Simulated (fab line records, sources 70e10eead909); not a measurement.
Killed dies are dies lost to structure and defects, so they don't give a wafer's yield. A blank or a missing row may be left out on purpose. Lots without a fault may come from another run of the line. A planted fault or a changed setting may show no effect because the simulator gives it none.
Chamber matching | flow nand_harc | NHARC_A_STAIRCASE_ETCH_169 on rie_diel-01: 4 sister chambers
The step etches the open film in CH3F/O2, target depth 50 nm, time 107.1 s. 4 wafers are shown with their chamber, then 10 later ones without.

WAFERS WITH THEIR CHAMBER
wafer  | chamber | showerhead_plenum_p_Torr (Torr)
L089.1 | 3       | 2.36
L089.6 | 0       | 2.62
L090.2 | 2       | 2.58
L090.3 | 1       | 2.29

WAFERS WITHOUT THEIR CHAMBER
wafer  | showerhead_plenum_p_Torr (Torr)
L090.5 | 2.62
L093.4 | 2.35
L093.5 | 2.35
L093.6 | 2.58
L092.4 | 2.35
L092.5 | 2.58
L092.6 | 2.35
L095.2 | 2.62
L095.5 | 2.62
L095.6 | 2.35

WHICH CHAMBER EACH WENT THROUGH
wafer  | from the rows above | in truth
L090.5 | 0                   | 0
L093.4 | 3                   | 3
L093.5 | 3                   | 3
L093.6 | 2                   | 2
L092.4 | 3                   | 3
L092.5 | 2                   | 2
L092.6 | 3                   | 3
L095.2 | 0                   | 0
L095.5 | 0                   | 0
L095.6 | 3                   | 3
Placed correctly: 10 of 10. Can't be placed from these rows: 0. Placed wrongly: 0.
How it was worked out, from the rows above alone: a wafer's distance from a chamber is the root of the sum, over the readings, of the square of ((its reading less the chamber's mean) divided by the reading's scatter). The wafer belongs to the nearest chamber; if the next one is less than 2 further off, it can't be placed. A chamber's mean is the mean of its shown wafers. The scatter: with one shown wafer a chamber, the root of the mean of the squares of how far each hidden wafer lies from its nearest shown one.
